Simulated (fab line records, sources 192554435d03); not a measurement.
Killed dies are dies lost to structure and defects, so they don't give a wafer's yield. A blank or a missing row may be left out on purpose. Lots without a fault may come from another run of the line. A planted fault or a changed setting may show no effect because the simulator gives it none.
Problem report in the 8D (eight disciplines) form, filled by code | flow n5_finfet | the parts of the form that need people (team, actions taken, sign-off) are left out

1. THE PROBLEM
etch_rf_on_time_s at N5_BEOL_M0_SAQP_ETCH_83 reads a mean of 122.1 s on 1 wafer of 1 lot; wafers without a fault read 64.9 s with a standard deviation of 1.4. That is +41 standard deviations from the usual mean.
The step: etches SiARC in CF4, target depth 39 nm, time 65 s.
First seen on wafer L807.1, day 10 08:10, on rie_diel-06. The record holds 28 wafers of 10 lots with a number at this step. Rule for "out", or "out of limits": more than 4 standard deviations from the usual mean. The other wafers with a number count as sound.

2. WHAT IT IS AND WHAT IT IS NOT
question                    | is                | is not
which readings at this step | etch_rf_on_time_s | drypump_motor_current_A, mfc_ar_sccm, rf_vpp_V, showerhead_plenum_p_Torr, throttle_valve_pct
which lots                  | L807              | L788, L790, L791, L792, L795, L796, L797, L809, L810
which wafers of those lots  | L807.1            | L807.4
read on which tools         | rie_diel-06       | rie_diel-01, rie_diel-04
when                        | from day 10 08:10 | up to then (21 sound wafers); but 6 sound wafers of L809, L810 came after

3. SUSPECTS, AND WHAT RULES EACH OUT
Counting: a tool at a process step up to the reading stays a suspect if it ran every lot that is out. Sound lots after the first of them don't rule it out here, since some wafers of a struck lot are sound.
- pecvd-04 at N5_BEOL_M0_SAQP_PECVD_00 (deposits SiCN from 3MS/NH3, target thk 8 nm, time 14 s): kept. It ran the lot that is out, L807 (day 10 06:40); its last sound lot up to then is L796 (day 7 11:58).
- rie_diel-06 at N5_BEOL_M0_SAQP_ETCH_83 (etches SiARC in CF4, target depth 39 nm, time 65 s): kept. It ran the lot that is out, L807 (day 10 08:10); its last sound lot up to then is L796 (day 7 13:11). Its own readings are out on those wafers: etch_rf_on_time_s.
- Within rie_diel-06 at N5_BEOL_M0_SAQP_ETCH_83: the wafers that are out ran in chamber 1; their sound lot-mates ran in chamber 3.
Left after counting: pecvd-04 at N5_BEOL_M0_SAQP_PECVD_00, rie_diel-06 at N5_BEOL_M0_SAQP_ETCH_83.

4. THE CAUSE (what the simulator had put in)
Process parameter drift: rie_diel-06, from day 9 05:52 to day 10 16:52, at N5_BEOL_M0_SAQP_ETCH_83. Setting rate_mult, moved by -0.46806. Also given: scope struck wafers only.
Counting left 2 suspects, and this tool is among them.

5. THE CHAIN OF EFFECTS, in route order
Each row: a reading whose mean over the struck wafers that have a number lies more than 3 standard deviations from the usual. Only readings for which the record gives a usual standard deviation are gone through. hours: the time from each lot's start at the first step in this table that gives one to its start at this step, as a median over the lots. sigmas: the change in usual standard deviations.
hours | step                    | reading           | usual  | on struck wafers | change | sigmas
0     | N5_BEOL_M0_SAQP_ETCH_83 | etch_rf_on_time_s | 64.9 s | 122.1            | +57.2  | +41
The process steps in it:
- N5_BEOL_M0_SAQP_ETCH_83: etches SiARC in CF4, target depth 39 nm, time 65 s.
Later measuring or inspecting steps at which every struck wafer that the step has a row for has a number for every such reading, and none has moved that far: N5_BEOL_M4_RC_MEAS_101.

6. WHAT WOULD HAVE CAUGHT IT SOONER
In this record the first reading out of limits was taken at day 10 08:10, 26 hours after the fault began at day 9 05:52.
